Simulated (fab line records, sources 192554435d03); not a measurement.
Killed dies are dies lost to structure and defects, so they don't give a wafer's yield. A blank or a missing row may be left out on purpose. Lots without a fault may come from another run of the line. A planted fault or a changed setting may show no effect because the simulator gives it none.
A struck lot beside a sound one | flow n5_finfet | 20 steps out of a route of 1938
Sound: wafers L137.2, L137.5, L137.6. Struck: wafer L138.6. (L138.1, L138.2 of the same lot were not struck and are left out.) The cause comes at the end.
At each step with rows: each side's tool, then ch and its chambers, then its first start. Under that, the readings that differ: sound wafers | struck wafers | difference of the means | sigmas: that difference in standard deviations of wafers without a fault.
alike: readings whose means differ by less than 2 such deviations, and words and numbers that are the same on both sides. not compared: withheld readings, readings that some wafer has no value for, bounds like >300 that may hide the same value, and numbers for which the record gives no deviation and whose values overlap.
The two part at a step that has a row with sigmas, a row that says differs or no value, or rows on one side only. Numbers that don't overlap but have no deviation are shown without sigmas and don't part them. A reading that every wafer of one side lacks parts them only if that side has two wafers or more.

N5_BEOL_M14_ETCH_67: etches SiARC in CF4, target depth 143 nm, time 238.3 s.
  sound on rie_diel-03 ch 1,2, day 12 16:48; struck on rie_diel-03 ch 1, day 14 10:31
  alike: drypump_motor_current_A, etch_rf_on_time_s, oes_product_au, rf_vpp_V, showerhead_plenum_p_Torr, throttle_valve_pct
  not compared: rf_hours_counter_h
then, 2 steps without rows for these wafers: N5_BEOL_M14_ETCH_68 (etches SOC in N2/H2, time 450 s); N5_BEOL_M14_STRIP_69 (strips in N2/H2).
N5_BEOL_M14_TRENCH_ETCH_34: etches SiO2 in C4F8/O2/Ar, target depth 556.65 nm, time 126.9 s.
  sound on rie_diel-03 ch 1,2, day 12 17:13; struck on rie_diel-03 ch 1, day 14 10:56
  alike: drypump_motor_current_A, oes_ar_750_au, oes_product_au, rf_vpp_V, showerhead_plenum_p_Torr, throttle_valve_pct
  not compared: rf_hours_counter_h
then, 1 step without rows for these wafers: N5_BEOL_M14_STRIP_70 (strips in C4F8/O2/Ar).
N5_BEOL_M14_OCD_MEAS_35:
  sound on ocd-02, day 12 17:23; struck on ocd-01, day 14 11:05
  alike: trench_depth_nm
N5_BEOL_M14_STRIP_37: strips in O2.
  sound on rie_diel-01 ch 0,3, day 12 17:32; struck on rie_diel-04 ch 2, day 14 13:15
  alike: drypump_motor_current_A, oes_product_au, rf_vpp_V, showerhead_plenum_p_Torr, throttle_valve_pct
  not compared: rf_hours_counter_h
then, 4 steps without rows for these wafers: N5_BEOL_M14_ETCH_38 (etches SiCN in CF4/N2, target depth 106.5 nm, time 120.6 s); N5_BEOL_M14_PRECLEAN_39 (cleans in residue remover, time 60 s); N5_BEOL_M14_SRD_40 (time 30 s, dry time 30 s); N5_BEOL_M14_DEGAS_41 (time 60 s).
N5_BEOL_M14_PRE_CLEAN_42: time 30 s.
  sound on pvd_sputter-02, day 12 17:55; struck on pvd_sputter-02, day 14 13:59
  reading            | sound       | struck | difference | sigmas
  heater_power_w (W) | 460 460 439 | 562    | +109       | +3
N5_BEOL_M14_SPUTTER_43: material TaN, target thk 15 nm, time 24.19 s.
  sound on pvd_sputter-02, day 12 17:57; struck on pvd_sputter-02, day 14 14:02
  reading                                      | sound          | struck | difference | sigmas
  model.TaN_of_BEOL_M14_SPUTTER_43.thk_nm (nm) | 15.2 14.8 14.8 | 28     | +13        |
  alike: substrate_temp_c, throttle_valve_pct
N5_BEOL_M14_SPUTTER_44: material Ta, target thk 15 nm, time 24.19 s.
  sound on pvd_sputter-02, day 12 18:02; struck on pvd_sputter-02, day 14 14:07
  reading              | sound             | struck | difference | sigmas
  substrate_temp_c (C) | 50.00 49.91 50.11 | 50.34  | +0.33      | +3
  alike: throttle_valve_pct
then, 3 steps without rows for these wafers: N5_BEOL_M14_SPUTTER_45 (material Cu, target thk 100 nm, time 16.67 s); N5_BEOL_M14_ECD_47 (material Cu, target thk 1248 nm); N5_BEOL_M14_ANNEAL_48 (time 90 s).
N5_BEOL_M14_CMP_49: polishes, stops on SiO2, t overpolish 5.2 s, target thk 560 nm.
  sound on cmp-04 ch 1,2, day 12 18:43; struck on cmp-01 ch 3, day 14 14:48
  reading                      | sound             | struck | difference | sigmas
  barrier_field_endpoint_s (s) | 11.33 11.11 11.17 | 16.33  | +5.13      | +18
  alike: motor_current_A
N5_BEOL_M14_THK_MEAS_50: measures by xrf.
  sound on film_metro-02, day 12 19:01; struck on film_metro-02, day 14 15:06
  alike: M14_THK
N5_PASSIVATION_PROBE_49:
  sound on prober-01, day 13 16:25; struck on prober-01, day 15 10:16
  reading              | sound    | struck | difference | sigmas
  sort_bin_8_speed (%) | 0 0 0.08 | 0      | +0         | -3
  alike: defect_limited_yield, killed_at_M0_to_M3, killed_at_M4_up, killed_at_contacts, killed_at_front_end, killed_at_other, killed_dies, killed_open, killed_short, sort_bin_5_function, sort_bin_6_memory, sort_n_pass, sort_yield_pct

WHERE THEY PART
First at N5_BEOL_M14_PRE_CLEAN_42; last, within this record, at N5_PASSIVATION_PROBE_49.

WHY: what the simulator had put in
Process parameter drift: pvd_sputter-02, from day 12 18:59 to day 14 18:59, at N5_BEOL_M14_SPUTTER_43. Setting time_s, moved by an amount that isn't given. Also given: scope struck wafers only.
